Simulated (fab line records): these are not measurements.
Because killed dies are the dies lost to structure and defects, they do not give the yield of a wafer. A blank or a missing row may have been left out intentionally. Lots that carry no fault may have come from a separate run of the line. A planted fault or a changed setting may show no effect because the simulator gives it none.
Chamber matching / flow n5_finfet / N5_MOL_CONTACT_COAG_ETCH_89 on rie_diel-06: 4 sister chambers
The step etches underlayer in N2/H2, target depth 13 nm, time 10.4 s. 8 wafers are shown with their chamber, then 7 later ones without.

== WAFERS PAIRED WITH THEIR CHAMBERS ==
wafer=L079.1; chamber=0; showerhead_plenum_p_Torr (Torr)=2.61; drypump_motor_current_A (A)=5.1
wafer=L079.2; chamber=2; showerhead_plenum_p_Torr (Torr)=2.53; drypump_motor_current_A (A)=5.1
wafer=L081.5; chamber=0; showerhead_plenum_p_Torr (Torr)=2.61; drypump_motor_current_A (A)=5.0
wafer=L084.1; chamber=1; showerhead_plenum_p_Torr (Torr)=2.51; drypump_motor_current_A (A)=6.1
wafer=L084.2; chamber=3; showerhead_plenum_p_Torr (Torr)=2.35; drypump_motor_current_A (A)=6.0
wafer=L084.3; chamber=2; showerhead_plenum_p_Torr (Torr)=2.53; drypump_motor_current_A (A)=5.1
wafer=L087.2; chamber=3; showerhead_plenum_p_Torr (Torr)=2.35; drypump_motor_current_A (A)=6.0
wafer=L087.4; chamber=1; showerhead_plenum_p_Torr (Torr)=2.50; drypump_motor_current_A (A)=6.1

== WAFERS WITH NO CHAMBER GIVEN ==
wafer=L087.6; showerhead_plenum_p_Torr (Torr)=2.50; drypump_motor_current_A (A)=6.1
wafer=L093.2; showerhead_plenum_p_Torr (Torr)=2.34; drypump_motor_current_A (A)=5.9
wafer=L093.3; showerhead_plenum_p_Torr (Torr)=2.52; drypump_motor_current_A (A)=5.1
wafer=L093.4; showerhead_plenum_p_Torr (Torr)=2.50; drypump_motor_current_A (A)=6.1
wafer=L097.1; showerhead_plenum_p_Torr (Torr)=2.60; drypump_motor_current_A (A)=5.0
wafer=L097.4; showerhead_plenum_p_Torr (Torr)=2.33; drypump_motor_current_A (A)=6.0
wafer=L097.6; showerhead_plenum_p_Torr (Torr)=2.51; drypump_motor_current_A (A)=5.1

== EACH ONE'S CHAMBER ==
wafer=L087.6; from the rows above=1; in truth=1
wafer=L093.2; from the rows above=3; in truth=3
wafer=L093.3; from the rows above=2; in truth=2
wafer=L093.4; from the rows above=1; in truth=1
wafer=L097.1; from the rows above=0; in truth=0
wafer=L097.4; from the rows above=3; in truth=3
wafer=L097.6; from the rows above=2; in truth=2
7 of 7 placed correctly. Number that these rows cannot place: 0. Number placed wrongly: 0.
How it was worked out, from the rows above alone: a wafer's distance from a chamber is the root of the sum, over the readings, of the square of ((its reading less the chamber's mean) divided by the reading's scatter). The wafer belongs to the nearest chamber; if the next one is less than 2 further off, it can't be placed. A chamber's mean is the mean of its shown wafers. The scatter is the square root of a quotient: the sum, over the shown wafers, of each reading's squared deviation from its chamber's mean, divided by wafers minus chambers.
